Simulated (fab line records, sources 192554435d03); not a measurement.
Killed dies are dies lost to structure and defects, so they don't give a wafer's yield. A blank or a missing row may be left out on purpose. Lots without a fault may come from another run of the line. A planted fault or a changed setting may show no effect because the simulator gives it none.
Chamber matching | flow n5_finfet | N5_MOL_CONTACT_COAG_ETCHBACK_135 on rie_diel-03: 4 sister chambers
The step etches SiO2 in CHF3, target depth 25 nm, time 16.7 s. 4 wafers are shown with their chamber, then 8 later ones without.

WAFERS WITH THEIR CHAMBER
wafer  | chamber | drypump_motor_current_A (A)
L086.3 | 3       | 5.4
L086.4 | 1       | 5.1
L086.6 | 2       | 5.6
L088.1 | 0       | 6.3

WAFERS WITHOUT THEIR CHAMBER
wafer  | drypump_motor_current_A (A)
L088.4 | 5.4
L088.5 | 5.1
L089.2 | 6.4
L089.4 | 5.4
L089.6 | 6.3
L093.2 | 6.4
L093.3 | 5.6
L093.5 | 6.4

WHICH CHAMBER EACH WENT THROUGH
wafer  | from the rows above | in truth
L088.4 | 3                   | 3
L088.5 | 1                   | 1
L089.2 | 0                   | 0
L089.4 | 3                   | 3
L089.6 | 0                   | 0
L093.2 | 0                   | 0
L093.3 | 2                   | 2
L093.5 | 0                   | 0
Placed correctly: 8 of 8. Can't be placed from these rows: 0. Placed wrongly: 0.
How it was worked out, from the rows above alone: a wafer's distance from a chamber is the root of the sum, over the readings, of the square of ((its reading less the chamber's mean) divided by the reading's scatter). The wafer belongs to the nearest chamber; if the next one is less than 2 further off, it can't be placed. A chamber's mean is the mean of its shown wafers. The scatter: with one shown wafer a chamber, the root of the mean of the squares of how far each hidden wafer lies from its nearest shown one.
